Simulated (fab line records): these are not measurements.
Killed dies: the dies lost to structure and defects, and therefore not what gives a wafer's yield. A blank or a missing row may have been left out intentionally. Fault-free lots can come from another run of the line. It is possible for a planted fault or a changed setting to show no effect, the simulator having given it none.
fab line records / flow nand_harc
record: lots: 14 wafers: 42 last_day: 33
route steps=1302 shown A_CONTACT@1095 THIN_TSV@1270 END@1302
lots untouched by any fault: they come from a run of this same line in which no faults occurred
start_h: hours from the record's first day to the start of the lot's first wafer shown / wait_h: how many hours have passed since the lot's step before this one / " repeats the value in the row above / L1.1+2: several wafers, shown together as one row / - no value, or no start was given / * or withheld: withheld / < > ~ a bound
route shown NAME@n: NAME is a module with steps in the file, n the number in the route of the first one / usual: the fault-free wafers' mean and standard deviation / same: alike in all rows / chamber/n: place in a boat / sites: the reading at each site / _std_site: standard deviation of those values / _edge_site: outer sites' mean less inner sites' / radius_mm: for every site, how far away it sits from the centre of the wafer / mask NAME#n: copy n / behind: the tool/chamber that last shaped the wafer / hold: why the lot went on hold/how many hours it stayed there/how the hold came to an end / device: which transistor (n, p or np) failed to switch / end of line: at the end of the route, the tests of the same wafers / step lacking rows: just its recipe / killed: not the wafer's yield, but the dies lost to structure and defects at the first sort / map: a wafer's dies, marking killed ones x, the rest . and places with no die _
set.NAME: the run value of the setting; set.NAME@STEP: its run value at that earlier step / model.NAME: the simulator's own value behind a step, which no gauge read
a sample of lots followed through the steps of the route, with each step as a table and each wafer as a row
services: when a tool's chamber went out of use (start_h, in hours from the record's first day, below 0 if earlier), for how many hours, and the reason
== steps ==
step: NHARC_A_CONTACT_STRIP_107
recipe: n2_flow_sccm: 150 h2_flow_sccm: 150 ar_flow_sccm: 0 bias_w: 0 chemistry: N2/H2
lot.wafer=L269.2+6+5 tool=rie_diel-03 chamber=0,3,0 start_h=508.97 wait_h=0.1
lot.wafer=L270.2+1+5 tool=rie_diel-10 chamber=0,1,2 start_h=537.02 wait_h=0.1
lot.wafer=L273.1+2+5 tool=rie_diel-05 chamber=3,2,3 start_h=550.54 wait_h=0.1
lot.wafer=L271.4+1+6 tool=rie_diel-03 chamber=2,0,2 start_h=550.92 wait_h=0.1
lot.wafer=L272.4+5+6 tool=rie_diel-10 chamber=0,0,1 start_h=556.16 wait_h=0.1
lot.wafer=L277.4+2+1 tool=rie_diel-10 chamber=0,1,2 start_h=590.16 wait_h=0.1
lot.wafer=L278.3+2+5 tool=rie_diel-10 chamber=2,3,1 start_h=610.12 wait_h=0.1
lot.wafer=L283.3+2+6 tool=rie_diel-05 chamber=2,0,1 start_h=643.27 wait_h=0.1
lot.wafer=L284.4+2+3 tool=rie_diel-03 chamber=3,0,1 start_h=651.15 wait_h=0.1
lot.wafer=L287.4+1+5 tool=rie_diel-03 chamber=2,3,2 start_h=695.88 wait_h=0.1
lot.wafer=L288.1+5+6 tool=rie_diel-05 chamber=0,2,3 start_h=715.77 wait_h=0.1
lot.wafer=L290.4+3+5 tool=rie_diel-10 chamber=1,3,1 start_h=721.55 wait_h=0.1
lot.wafer=L291.1+3+5 tool=rie_diel-10 chamber=0,2,3 start_h=727.05 wait_h=0.1
lot.wafer=L292.4+2+6 tool=rie_diel-10 chamber=2,1,2 start_h=733.30 wait_h=0.1
step: NHARC_THIN_TSV_DEGAS_49
recipe: temp_c: 300 time_s: 120
usual: heater_power_w: 508/41
lot.wafer=L269.2 tool=pvd_sputter-01 chamber=- start_h=543.49 wait_h=0.2 heater_power_w=536
lot.wafer=L269.6 tool=pvd_sputter-01 chamber=- start_h=543.49 wait_h=0.2 heater_power_w=480
lot.wafer=L269.5 tool=pvd_sputter-01 chamber=- start_h=543.49 wait_h=0.2 heater_power_w=498
lot.wafer=L270.2 tool=pvd_sputter-01 chamber=- start_h=572.46 wait_h=0.2 heater_power_w=499
lot.wafer=L270.1 tool=pvd_sputter-01 chamber=- start_h=572.46 wait_h=0.2 heater_power_w=493
lot.wafer=L270.5 tool=pvd_sputter-01 chamber=- start_h=572.46 wait_h=0.2 heater_power_w=523
lot.wafer=L273.2 tool=pvd_sputter-02 chamber=- start_h=585.33 wait_h=0.2 heater_power_w=510
lot.wafer=L273.1 tool=pvd_sputter-02 chamber=- start_h=585.33 wait_h=0.2 heater_power_w=560
lot.wafer=L273.5 tool=pvd_sputter-02 chamber=- start_h=585.33 wait_h=0.2 heater_power_w=565
lot.wafer=L271.4 tool=pvd_sputter-02 chamber=- start_h=586.40 wait_h=0.1 heater_power_w=491
lot.wafer=L271.1 tool=pvd_sputter-02 chamber=- start_h=586.40 wait_h=0.1 heater_power_w=565
lot.wafer=L271.6 tool=pvd_sputter-02 chamber=- start_h=586.40 wait_h=0.1 heater_power_w=491
lot.wafer=L272.4 tool=pvd_sputter-02 chamber=- start_h=589.91 wait_h=0.1 heater_power_w=555
lot.wafer=L272.6 tool=pvd_sputter-02 chamber=- start_h=589.91 wait_h=0.1 heater_power_w=569
lot.wafer=L272.5 tool=pvd_sputter-02 chamber=- start_h=589.91 wait_h=0.1 heater_power_w=474
lot.wafer=L277.4 tool=pvd_sputter-01 chamber=- start_h=627.74 wait_h=0.1 heater_power_w=505
lot.wafer=L277.2 tool=pvd_sputter-01 chamber=- start_h=627.74 wait_h=0.1 heater_power_w=534
lot.wafer=L277.1 tool=pvd_sputter-01 chamber=- start_h=627.74 wait_h=0.1 heater_power_w=504
lot.wafer=L278.2 tool=pvd_sputter-01 chamber=- start_h=645.10 wait_h=0.2 heater_power_w=551
lot.wafer=L278.3 tool=pvd_sputter-01 chamber=- start_h=645.10 wait_h=0.2 heater_power_w=542
lot.wafer=L278.5 tool=pvd_sputter-01 chamber=- start_h=645.10 wait_h=0.2 heater_power_w=499
lot.wafer=L283.2 tool=pvd_sputter-02 chamber=- start_h=677.02 wait_h=0.2 heater_power_w=567
lot.wafer=L283.3 tool=pvd_sputter-02 chamber=- start_h=677.02 wait_h=0.2 heater_power_w=504
lot.wafer=L283.6 tool=pvd_sputter-02 chamber=- start_h=677.02 wait_h=0.2 heater_power_w=508
lot.wafer=L284.4 tool=pvd_sputter-02 chamber=- start_h=684.73 wait_h=0.1 heater_power_w=495
lot.wafer=L284.2 tool=pvd_sputter-02 chamber=- start_h=684.73 wait_h=0.1 heater_power_w=567
lot.wafer=L284.3 tool=pvd_sputter-02 chamber=- start_h=684.73 wait_h=0.1 heater_power_w=502
lot.wafer=L287.4 tool=pvd_sputter-02 chamber=- start_h=730.43 wait_h=0.1 heater_power_w=507
lot.wafer=L287.1 tool=pvd_sputter-02 chamber=- start_h=730.43 wait_h=0.1 heater_power_w=515
lot.wafer=L287.5 tool=pvd_sputter-02 chamber=- start_h=730.43 wait_h=0.1 heater_power_w=570
lot.wafer=L288.1 tool=pvd_sputter-02 chamber=- start_h=749.58 wait_h=0.2 heater_power_w=489
lot.wafer=L288.6 tool=pvd_sputter-02 chamber=- start_h=749.58 wait_h=0.2 heater_power_w=573
lot.wafer=L288.5 tool=pvd_sputter-02 chamber=- start_h=749.58 wait_h=0.2 heater_power_w=499
lot.wafer=L290.3 tool=pvd_sputter-01 chamber=- start_h=760.97 wait_h=0.1 heater_power_w=532
lot.wafer=L290.4 tool=pvd_sputter-01 chamber=- start_h=760.97 wait_h=0.1 heater_power_w=498
lot.wafer=L290.5 tool=pvd_sputter-01 chamber=- start_h=760.97 wait_h=0.1 heater_power_w=533
lot.wafer=L291.3 tool=pvd_sputter-03 chamber=- start_h=762.28 wait_h=0.1 heater_power_w=419
lot.wafer=L291.1 tool=pvd_sputter-03 chamber=- start_h=762.28 wait_h=0.1 heater_power_w=468
lot.wafer=L291.5 tool=pvd_sputter-03 chamber=- start_h=762.28 wait_h=0.1 heater_power_w=521
lot.wafer=L292.2 tool=pvd_sputter-03 chamber=- start_h=766.72 wait_h=0.2 heater_power_w=428
lot.wafer=L292.4 tool=pvd_sputter-03 chamber=- start_h=766.72 wait_h=0.2 heater_power_w=523
lot.wafer=L292.6 tool=pvd_sputter-03 chamber=- start_h=766.72 wait_h=0.2 heater_power_w=434
step: NHARC_THIN_TSV_ANNEAL_52
recipe: temp_c: 225 time_s: 90
usual: wafer_temp_C_max: 226.23/0.29
lot.wafer=L269.2 tool=rtp_anneal-02 chamber=0 start_h=544.71 wait_h=0.6 wafer_temp_C_max=226.32
lot.wafer=L269.5 tool=rtp_anneal-02 chamber=0 start_h=544.71 wait_h=0.6 wafer_temp_C_max=226.12
lot.wafer=L269.6 tool=rtp_anneal-02 chamber=0 start_h=544.71 wait_h=0.6 wafer_temp_C_max=226.19
lot.wafer=L270.1 tool=rtp_anneal-02 chamber=0 start_h=573.62 wait_h=0.6 wafer_temp_C_max=226.24
lot.wafer=L270.2 tool=rtp_anneal-02 chamber=0 start_h=573.62 wait_h=0.6 wafer_temp_C_max=226.51
lot.wafer=L270.5 tool=rtp_anneal-02 chamber=0 start_h=573.62 wait_h=0.6 wafer_temp_C_max=226.68
lot.wafer=L273.1 tool=rtp_anneal-01 chamber=0 start_h=586.50 wait_h=0.6 wafer_temp_C_max=225.90
lot.wafer=L273.2 tool=rtp_anneal-01 chamber=0 start_h=586.50 wait_h=0.6 wafer_temp_C_max=226.29
lot.wafer=L273.5 tool=rtp_anneal-01 chamber=0 start_h=586.50 wait_h=0.6 wafer_temp_C_max=225.94
lot.wafer=L271.1 tool=rtp_anneal-02 chamber=0 start_h=587.57 wait_h=0.5 wafer_temp_C_max=226.11
lot.wafer=L271.4 tool=rtp_anneal-02 chamber=0 start_h=587.57 wait_h=0.5 wafer_temp_C_max=226.28
lot.wafer=L271.6 tool=rtp_anneal-02 chamber=0 start_h=587.57 wait_h=0.5 wafer_temp_C_max=226.50
lot.wafer=L272.4 tool=rtp_anneal-01 chamber=0 start_h=591.21 wait_h=0.6 wafer_temp_C_max=226.44
lot.wafer=L272.5 tool=rtp_anneal-01 chamber=0 start_h=591.21 wait_h=0.6 wafer_temp_C_max=226.01
lot.wafer=L272.6 tool=rtp_anneal-01 chamber=0 start_h=591.21 wait_h=0.6 wafer_temp_C_max=226.43
lot.wafer=L277.1 tool=rtp_anneal-02 chamber=0 start_h=628.95 wait_h=0.6 wafer_temp_C_max=226.32
lot.wafer=L277.2 tool=rtp_anneal-02 chamber=0 start_h=628.95 wait_h=0.6 wafer_temp_C_max=226.21
lot.wafer=L277.4 tool=rtp_anneal-02 chamber=0 start_h=628.95 wait_h=0.6 wafer_temp_C_max=226.21
lot.wafer=L278.2 tool=rtp_anneal-01 chamber=0 start_h=646.36 wait_h=0.7 wafer_temp_C_max=225.77
lot.wafer=L278.3 tool=rtp_anneal-01 chamber=0 start_h=646.36 wait_h=0.7 wafer_temp_C_max=226.33
lot.wafer=L278.5 tool=rtp_anneal-01 chamber=0 start_h=646.36 wait_h=0.7 wafer_temp_C_max=226.01
lot.wafer=L283.2 tool=rtp_anneal-01 chamber=0 start_h=678.23 wait_h=0.6 wafer_temp_C_max=226.07
lot.wafer=L283.3 tool=rtp_anneal-01 chamber=0 start_h=678.23 wait_h=0.6 wafer_temp_C_max=225.93
lot.wafer=L283.6 tool=rtp_anneal-01 chamber=0 start_h=678.23 wait_h=0.6 wafer_temp_C_max=226.30
lot.wafer=L284.2 tool=rtp_anneal-02 chamber=0 start_h=686.00 wait_h=0.7 wafer_temp_C_max=226.04
lot.wafer=L284.3 tool=rtp_anneal-02 chamber=0 start_h=686.00 wait_h=0.7 wafer_temp_C_max=226.40
lot.wafer=L284.4 tool=rtp_anneal-02 chamber=0 start_h=686.00 wait_h=0.7 wafer_temp_C_max=226.19
lot.wafer=L287.1 tool=rtp_anneal-01 chamber=0 start_h=731.64 wait_h=0.6 wafer_temp_C_max=225.74
lot.wafer=L287.4 tool=rtp_anneal-01 chamber=0 start_h=731.64 wait_h=0.6 wafer_temp_C_max=226.26
lot.wafer=L287.5 tool=rtp_anneal-01 chamber=0 start_h=731.64 wait_h=0.6 wafer_temp_C_max=226.06
lot.wafer=L288.1 tool=rtp_anneal-01 chamber=0 start_h=751.06 wait_h=0.9 wafer_temp_C_max=225.76
lot.wafer=L288.5 tool=rtp_anneal-01 chamber=0 start_h=751.06 wait_h=0.9 wafer_temp_C_max=225.98
lot.wafer=L288.6 tool=rtp_anneal-01 chamber=0 start_h=751.06 wait_h=0.9 wafer_temp_C_max=226.20
lot.wafer=L290.3 tool=rtp_anneal-02 chamber=0 start_h=762.28 wait_h=0.4 wafer_temp_C_max=226.24
lot.wafer=L290.4 tool=rtp_anneal-02 chamber=0 start_h=762.28 wait_h=0.4 wafer_temp_C_max=226.10
lot.wafer=L290.5 tool=rtp_anneal-02 chamber=0 start_h=762.28 wait_h=0.4 wafer_temp_C_max=226.02
lot.wafer=L291.1 tool=rtp_anneal-01 chamber=0 start_h=763.45 wait_h=0.6 wafer_temp_C_max=226.09
lot.wafer=L291.3 tool=rtp_anneal-01 chamber=0 start_h=763.45 wait_h=0.6 wafer_temp_C_max=226.36
lot.wafer=L291.5 tool=rtp_anneal-01 chamber=0 start_h=763.45 wait_h=0.6 wafer_temp_C_max=226.03
lot.wafer=L292.2 tool=rtp_anneal-01 chamber=0 start_h=767.94 wait_h=0.7 wafer_temp_C_max=226.01
lot.wafer=L292.4 tool=rtp_anneal-01 chamber=0 start_h=767.94 wait_h=0.7 wafer_temp_C_max=225.85
lot.wafer=L292.6 tool=rtp_anneal-01 chamber=0 start_h=767.94 wait_h=0.7 wafer_temp_C_max=225.93
step: NHARC_THIN_TSV_STRIP_56
recipe: power_w: 1500 temp_c: 250 chemistry: O2
usual: drypump_motor_current_A: 6.2/0.45 heater_power_w: 325/33
lot.wafer=L269.2 tool=plasma_asher-01 chamber=0 start_h=547.17 wait_h=0.1 drypump_motor_current_A=6.4 heater_power_w=340 rf_hours_counter_h=3
lot.wafer=L269.5 tool=plasma_asher-01 chamber=1 start_h=547.17 wait_h=0.1 drypump_motor_current_A=6.3 heater_power_w=283 rf_hours_counter_h=-
lot.wafer=L269.6 tool=plasma_asher-01 chamber=0 start_h=547.17 wait_h=0.1 drypump_motor_current_A=6.4 heater_power_w=342 rf_hours_counter_h=-
lot.wafer=L270.1 tool=plasma_asher-01 chamber=0 start_h=576.35 wait_h=0.1 drypump_motor_current_A=6.4 heater_power_w=344 rf_hours_counter_h=9
lot.wafer=L270.2 tool=plasma_asher-01 chamber=1 start_h=576.35 wait_h=0.1 drypump_motor_current_A=6.2 heater_power_w=284 rf_hours_counter_h=9
lot.wafer=L270.5 tool=plasma_asher-01 chamber=1 start_h=576.35 wait_h=0.1 drypump_motor_current_A=6.2 heater_power_w=294 rf_hours_counter_h=-
lot.wafer=L273.2 tool=plasma_asher-01 chamber=1 start_h=589.20 wait_h=0.1 drypump_motor_current_A=6.2 heater_power_w=291 rf_hours_counter_h=12
lot.wafer=L273.1 tool=plasma_asher-01 chamber=0 start_h=589.20 wait_h=0.1 drypump_motor_current_A=6.4 heater_power_w=344 rf_hours_counter_h=12
lot.wafer=L273.5 tool=plasma_asher-01 chamber=1 start_h=589.20 wait_h=0.1 drypump_motor_current_A=6.2 heater_power_w=286 rf_hours_counter_h=-
lot.wafer=L271.1 tool=plasma_asher-01 chamber=0 start_h=590.23 wait_h=0.1 drypump_motor_current_A=6.4 heater_power_w=345 rf_hours_counter_h=12
lot.wafer=L271.4 tool=plasma_asher-01 chamber=1 start_h=590.23 wait_h=0.1 drypump_motor_current_A=6.3 heater_power_w=279 rf_hours_counter_h=-
lot.wafer=L271.6 tool=plasma_asher-01 chamber=1 start_h=590.23 wait_h=0.1 drypump_motor_current_A=6.2 heater_power_w=290 rf_hours_counter_h=-
lot.wafer=L272.4 tool=plasma_asher-01 chamber=0 start_h=593.62 wait_h=0.2 drypump_motor_current_A=6.4 heater_power_w=336 rf_hours_counter_h=-
lot.wafer=L272.6 tool=plasma_asher-01 chamber=0 start_h=593.62 wait_h=0.2 drypump_motor_current_A=6.4 heater_power_w=347 rf_hours_counter_h=-
lot.wafer=L272.5 tool=plasma_asher-01 chamber=1 start_h=593.62 wait_h=0.2 drypump_motor_current_A=6.2 heater_power_w=293 rf_hours_counter_h=-
lot.wafer=L277.1 tool=plasma_asher-02 chamber=0 start_h=631.80 wait_h=0.1 drypump_motor_current_A=6.7 heater_power_w=307 rf_hours_counter_h=4
lot.wafer=L277.2 tool=plasma_asher-02 chamber=1 start_h=631.80 wait_h=0.1 drypump_motor_current_A=5.3 heater_power_w=371 rf_hours_counter_h=4
lot.wafer=L277.4 tool=plasma_asher-02 chamber=1 start_h=631.80 wait_h=0.1 drypump_motor_current_A=5.4 heater_power_w=377 rf_hours_counter_h=-
lot.wafer=L278.2 tool=plasma_asher-01 chamber=0 start_h=648.77 wait_h=0.1 drypump_motor_current_A=6.4 heater_power_w=342 rf_hours_counter_h=26
lot.wafer=L278.3 tool=plasma_asher-01 chamber=1 start_h=648.77 wait_h=0.1 drypump_motor_current_A=6.2 heater_power_w=284 rf_hours_counter_h=-
lot.wafer=L278.5 tool=plasma_asher-01 chamber=1 start_h=648.77 wait_h=0.1 drypump_motor_current_A=6.3 heater_power_w=297 rf_hours_counter_h=-
lot.wafer=L283.2 tool=plasma_asher-01 chamber=1 start_h=680.83 wait_h=0.1 drypump_motor_current_A=6.2 heater_power_w=292 rf_hours_counter_h=32
lot.wafer=L283.3 tool=plasma_asher-01 chamber=1 start_h=680.83 wait_h=0.1 drypump_motor_current_A=6.3 heater_power_w=290 rf_hours_counter_h=-
lot.wafer=L283.6 tool=plasma_asher-01 chamber=0 start_h=680.83 wait_h=0.1 drypump_motor_current_A=6.4 heater_power_w=341 rf_hours_counter_h=-
lot.wafer=L284.2 tool=plasma_asher-01 chamber=0 start_h=688.72 wait_h=0.2 drypump_motor_current_A=6.4 heater_power_w=338 rf_hours_counter_h=33
lot.wafer=L284.4 tool=plasma_asher-01 chamber=1 start_h=688.72 wait_h=0.2 drypump_motor_current_A=6.2 heater_power_w=285 rf_hours_counter_h=-
lot.wafer=L284.3 tool=plasma_asher-01 chamber=0 start_h=688.72 wait_h=0.2 drypump_motor_current_A=6.4 heater_power_w=346 rf_hours_counter_h=-
lot.wafer=L287.1 tool=plasma_asher-02 chamber=0 start_h=734.14 wait_h=0.1 drypump_motor_current_A=6.6 heater_power_w=306 rf_hours_counter_h=27
lot.wafer=L287.4 tool=plasma_asher-02 chamber=1 start_h=734.14 wait_h=0.1 drypump_motor_current_A=5.4 heater_power_w=364 rf_hours_counter_h=-
lot.wafer=L287.5 tool=plasma_asher-02 chamber=1 start_h=734.14 wait_h=0.1 drypump_motor_current_A=5.4 heater_power_w=370 rf_hours_counter_h=-
lot.wafer=L288.1 tool=plasma_asher-02 chamber=1 start_h=753.56 wait_h=0.1 drypump_motor_current_A=5.4 heater_power_w=367 rf_hours_counter_h=31
lot.wafer=L288.5 tool=plasma_asher-02 chamber=1 start_h=753.56 wait_h=0.1 drypump_motor_current_A=5.4 heater_power_w=372 rf_hours_counter_h=-
lot.wafer=L288.6 tool=plasma_asher-02 chamber=0 start_h=753.56 wait_h=0.1 drypump_motor_current_A=6.6 heater_power_w=299 rf_hours_counter_h=-
lot.wafer=L290.4 tool=plasma_asher-01 chamber=1 start_h=765.12 wait_h=0.4 drypump_motor_current_A=6.3 heater_power_w=297 rf_hours_counter_h=-
lot.wafer=L290.3 tool=plasma_asher-01 chamber=0 start_h=765.12 wait_h=0.4 drypump_motor_current_A=6.4 heater_power_w=338 rf_hours_counter_h=-
lot.wafer=L290.5 tool=plasma_asher-01 chamber=0 start_h=765.12 wait_h=0.4 drypump_motor_current_A=6.4 heater_power_w=335 rf_hours_counter_h=-
lot.wafer=L291.1 tool=plasma_asher-01 chamber=0 start_h=766.11 wait_h=0.1 drypump_motor_current_A=6.4 heater_power_w=339 rf_hours_counter_h=11
lot.wafer=L291.3 tool=plasma_asher-01 chamber=1 start_h=766.11 wait_h=0.1 drypump_motor_current_A=6.3 heater_power_w=299 rf_hours_counter_h=-
lot.wafer=L291.5 tool=plasma_asher-01 chamber=0 start_h=766.11 wait_h=0.1 drypump_motor_current_A=6.4 heater_power_w=336 rf_hours_counter_h=-
lot.wafer=L292.2 tool=plasma_asher-02 chamber=1 start_h=770.47 wait_h=0.1 drypump_motor_current_A=5.4 heater_power_w=371 rf_hours_counter_h=35
lot.wafer=L292.4 tool=plasma_asher-02 chamber=1 start_h=770.47 wait_h=0.1 drypump_motor_current_A=5.4 heater_power_w=373 rf_hours_counter_h=-
lot.wafer=L292.6 tool=plasma_asher-02 chamber=0 start_h=770.47 wait_h=0.1 drypump_motor_current_A=6.6 heater_power_w=305 rf_hours_counter_h=-
step: NHARC_END_SORT_01
recipe: temp_c: 25
usual: killed_at_array: 59/20 killed_at_other: 0.8/1 killed_at_periphery: 3.2/2.1 killed_dies: 63/21 killed_open: 3.0/1.9 killed_short: 2.3/1.5
same: gross_dies: 677
lot.wafer=L277.1 tool=prober-02 chamber=0 start_h=637.52 wait_h=2.5 killed_at_array=128 killed_at_other=0 killed_at_periphery=4 killed_dies=132 killed_open=3 killed_short=0
lot.wafer=L277.2 tool=prober-02 chamber=0 start_h=638.31 wait_h=2.8 killed_at_array=147 killed_at_other=0 killed_at_periphery=2 killed_dies=149 killed_open=3 killed_short=0
lot.wafer=L277.4 tool=prober-02 chamber=0 start_h=639.89 wait_h=3.4 killed_at_array=169 killed_at_other=0 killed_at_periphery=6 killed_dies=175 killed_open=2 killed_short=3
lot.wafer=L278.2 tool=prober-02 chamber=0 start_h=663.45 wait_h=2.8 killed_at_array=119 killed_at_other=3 killed_at_periphery=4 killed_dies=126 killed_open=3 killed_short=2
lot.wafer=L278.3 tool=prober-02 chamber=0 start_h=664.26 wait_h=3.1 killed_at_array=157 killed_at_other=0 killed_at_periphery=1 killed_dies=158 killed_open=2 killed_short=0
lot.wafer=L278.5 tool=prober-02 chamber=0 start_h=665.87 wait_h=3.7 killed_at_array=137 killed_at_other=1 killed_at_periphery=4 killed_dies=142 killed_open=5 killed_short=5
killed by level:class
L277.1 A_CONTACT:unspecified=66 A_SLIT:chamber_film_flake=36 A_CHANNEL_HOLE_D2:chamber_film_flake=12 A_CHANNEL_HOLE_D1:chamber_film_flake=4 P_M2:chamber_film_flake=2 A_STAIRCASE:chamber_film_flake=2 A_ONON_D1:geometric_particle:open=1 A_WL_FILL:geometric_particle:open=1
L277.2 A_CONTACT:unspecified=75 A_SLIT:chamber_film_flake=35 A_CHANNEL_HOLE_D2:chamber_film_flake=29 A_CHANNEL_FILL_D1:geometric_particle:open=2 A_CHANNEL_HOLE_D1:chamber_film_flake=2 A_CONTACT:chamber_film_flake=2 A_CHANNEL_HOLE_D2:geometric_particle:open=1 P_ZERO_WELL:chamber_film_flake=1
L277.4 A_CONTACT:unspecified=96 A_CHANNEL_HOLE_D2:chamber_film_flake=30 A_SLIT:chamber_film_flake=28 A_STAIRCASE:chamber_film_flake=5 P_ZERO_WELL:chamber_film_flake=3 A_CHANNEL_HOLE_D1:chamber_film_flake=3 A_CHANNEL_FILL_D2:chamber_film_flake=3 P_GATE:geometric_particle:open=1
L278.2 A_CONTACT:unspecified=42 A_SLIT:chamber_film_flake=34 A_CHANNEL_HOLE_D1:chamber_film_flake=26 A_CHANNEL_HOLE_D2:chamber_film_flake=10 P_M2:chamber_film_flake=2 A_STAIRCASE:chamber_film_flake=2 THIN_TSV:chamber_film_flake=2 P_CONTACT:geometric_particle:open=1
L278.3 A_CONTACT:unspecified=75 A_SLIT:chamber_film_flake=33 A_CHANNEL_HOLE_D1:chamber_film_flake=32 A_CHANNEL_HOLE_D2:chamber_film_flake=10 A_STAIRCASE:chamber_film_flake=2 A_CONTACT:chamber_film_flake=2 A_CHANNEL_FILL_D1:geometric_particle:open=1 A_DECK1_JOINT:geometric_particle:open=1
L278.5 A_CONTACT:unspecified=70 A_SLIT:chamber_film_flake=31 A_CHANNEL_HOLE_D1:chamber_film_flake=14 A_CHANNEL_HOLE_D2:chamber_film_flake=7 A_STAIRCASE:chamber_film_flake=5 A_CHANNEL_FILL_D1:geometric_particle:short=2 P_M2:chamber_film_flake=2 A_CONTACT:chamber_film_flake=2
== services ==
tool=rie_diel-10 chamber=- start_h=485.03 hours=0.4 kind=repair
tool=pvd_sputter-03 chamber=- start_h=493.02 hours=1.5 kind=repair
tool=plasma_asher-01 chamber=- start_h=520.36 hours=9.0 kind=pm
tool=pvd_sputter-01 chamber=- start_h=544.95 hours=6.3 kind=repair
tool=rie_diel-05 chamber=1 start_h=573.90 hours=24.5 kind=repair
tool=pvd_sputter-01 chamber=- start_h=595.15 hours=10.0 kind=pm
tool=rie_diel-10 chamber=- start_h=598.42 hours=9.0 kind=pm
tool=plasma_asher-02 chamber=- start_h=603.03 hours=9.0 kind=pm
tool=rie_diel-05 chamber=- start_h=606.25 hours=9.0 kind=pm
tool=pvd_sputter-01 chamber=- start_h=611.79 hours=6.4 kind=repair
tool=rie_diel-03 chamber=0 start_h=613.32 hours=12.3 kind=repair
tool=plasma_asher-02 chamber=- start_h=619.55 hours=3.8 kind=repair
tool=plasma_asher-01 chamber=- start_h=620.14 hours=1.5 kind=repair
tool=rie_diel-03 chamber=- start_h=638.93 hours=9.0 kind=pm
tool=pvd_sputter-02 chamber=- start_h=641.98 hours=10.0 kind=pm
tool=rie_diel-10 chamber=- start_h=643.79 hours=0.8 kind=repair
tool=rie_diel-05 chamber=- start_h=659.51 hours=10.5 kind=repair
tool=rie_diel-03 chamber=- start_h=677.90 hours=0.5 kind=repair
tool=rie_diel-05 chamber=0 start_h=685.51 hours=4.9 kind=repair
tool=rie_diel-10 chamber=2 start_h=687.34 hours=5.2 kind=repair
tool=rie_diel-05 chamber=2 start_h=687.88 hours=1.9 kind=repair
tool=plasma_asher-01 chamber=- start_h=697.36 hours=9.0 kind=pm
tool=pvd_sputter-02 chamber=- start_h=714.70 hours=1.2 kind=repair
tool=rtp_anneal-02 chamber=- start_h=744.00 hours=12.0 kind=pm
== key ==
first_sign: step: NHARC_END_SORT_01 reading: killed_at_array direction: up sigmas: 4.1 usual: 59 struck: 143
effect: step: NHARC_END_SORT_01 reading: killed_dies direction: up sigmas: 4.1 usual: 63 struck: 147
more_kills_born_at: NHARC_A_CONTACT_STRIP_107@rie_diel-10: 420
met_at NHARC_A_CONTACT_STRIP_107
struck_lots L277,L278
tester_left_out L277,L278
not_acting_at NHARC_THIN_TSV_DEGAS_49,NHARC_THIN_TSV_ANNEAL_52,NHARC_THIN_TSV_STRIP_56
onset_between 556.16 590.16
fault: kind: chamber_particle_source tool: rie_diel-10 chamber: - onset_h: 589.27 steps: NHARC_A_CONTACT_STRIP_107 rate_per_visit_cm2: 1.7429 end_h: 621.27
tester_left_out: of these lots the tester's yield and bins aren't shown, on N5 and GAA mostly nor the transistor test; their killed dies are dies lost to structure and defects alone, not to doping, threshold or leakage, so they don't give the yield
